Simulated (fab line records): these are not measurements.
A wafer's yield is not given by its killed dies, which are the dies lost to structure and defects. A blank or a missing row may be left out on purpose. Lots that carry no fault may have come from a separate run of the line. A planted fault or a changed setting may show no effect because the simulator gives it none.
Chamber matching :: flow n5-finfet :: N5_BEOL_M6_ETCH_61 on rie-diel-05: 4 sister chambers
The step etches SiARC in CF4, target depth 45.5 nm, time 75.8 s. 8 wafers are shown with their chamber, then 11 later ones without.

## WAFERS PAIRED WITH THEIR CHAMBERS
wafer: L081.1
chamber: 0
drypump-motor-current-A (A): 5.9
showerhead-plenum-p-Torr (Torr): 2.10

wafer: L081.5
chamber: 1
drypump-motor-current-A (A): 5.1
showerhead-plenum-p-Torr (Torr): 2.16

wafer: L082.2
chamber: 2
drypump-motor-current-A (A): 4.8
showerhead-plenum-p-Torr (Torr): 2.04

wafer: L082.4
chamber: 1
drypump-motor-current-A (A): 5.0
showerhead-plenum-p-Torr (Torr): 2.16

wafer: L088.4
chamber: 3
drypump-motor-current-A (A): 6.1
showerhead-plenum-p-Torr (Torr): 2.11

wafer: L088.5
chamber: 0
drypump-motor-current-A (A): 5.9
showerhead-plenum-p-Torr (Torr): 2.09

wafer: L088.6
chamber: 3
drypump-motor-current-A (A): 6.1
showerhead-plenum-p-Torr (Torr): 2.11

wafer: L089.2
chamber: 2
drypump-motor-current-A (A): 4.8
showerhead-plenum-p-Torr (Torr): 2.04

## WAFERS WITH NO CHAMBER GIVEN
wafer: L089.5
drypump-motor-current-A (A): 5.1
showerhead-plenum-p-Torr (Torr): 2.16

wafer: L089.6
drypump-motor-current-A (A): 4.8
showerhead-plenum-p-Torr (Torr): 2.04

wafer: L093.2
drypump-motor-current-A (A): 4.8
showerhead-plenum-p-Torr (Torr): 2.04

wafer: L093.3
drypump-motor-current-A (A): 5.9
showerhead-plenum-p-Torr (Torr): 2.09

wafer: L093.6
drypump-motor-current-A (A): 5.0
showerhead-plenum-p-Torr (Torr): 2.15

wafer: L095.2
drypump-motor-current-A (A): 6.1
showerhead-plenum-p-Torr (Torr): 2.11

wafer: L095.4
drypump-motor-current-A (A): 4.8
showerhead-plenum-p-Torr (Torr): 2.03

wafer: L095.5
drypump-motor-current-A (A): 4.8
showerhead-plenum-p-Torr (Torr): 2.03

wafer: L097.3
drypump-motor-current-A (A): 6.1
showerhead-plenum-p-Torr (Torr): 2.11

wafer: L097.4
drypump-motor-current-A (A): 4.9
showerhead-plenum-p-Torr (Torr): 2.03

wafer: L097.6
drypump-motor-current-A (A): 5.9
showerhead-plenum-p-Torr (Torr): 2.08

## WHICH CHAMBER EACH ONE RAN IN
wafer: L089.5
from the rows above: 1
in truth: 1

wafer: L089.6
from the rows above: 2
in truth: 2

wafer: L093.2
from the rows above: 2
in truth: 2

wafer: L093.3
from the rows above: 0
in truth: 0

wafer: L093.6
from the rows above: 1
in truth: 1

wafer: L095.2
from the rows above: 3
in truth: 3

wafer: L095.4
from the rows above: 2
in truth: 2

wafer: L095.5
from the rows above: 2
in truth: 2

wafer: L097.3
from the rows above: 3
in truth: 3

wafer: L097.4
from the rows above: 2
in truth: 2

wafer: L097.6
from the rows above: 0
in truth: 0
Correct placement for 11 of the 11. Not placeable from these rows: 0. Wrongly placed: 0.
How it was worked out, from the rows above alone: a wafer's distance from a chamber is the root of the sum, over the readings, of the square of ((its reading less the chamber's mean) divided by the reading's scatter). The wafer belongs to the nearest chamber; if the next one is less than 2 further off, it can't be placed. For every chamber, the mean is computed from those of its wafers that are shown. The scatter: take each reading less its chamber's mean, square it, sum over the shown wafers, divide by the number of wafers less the number of chambers, and take the root.
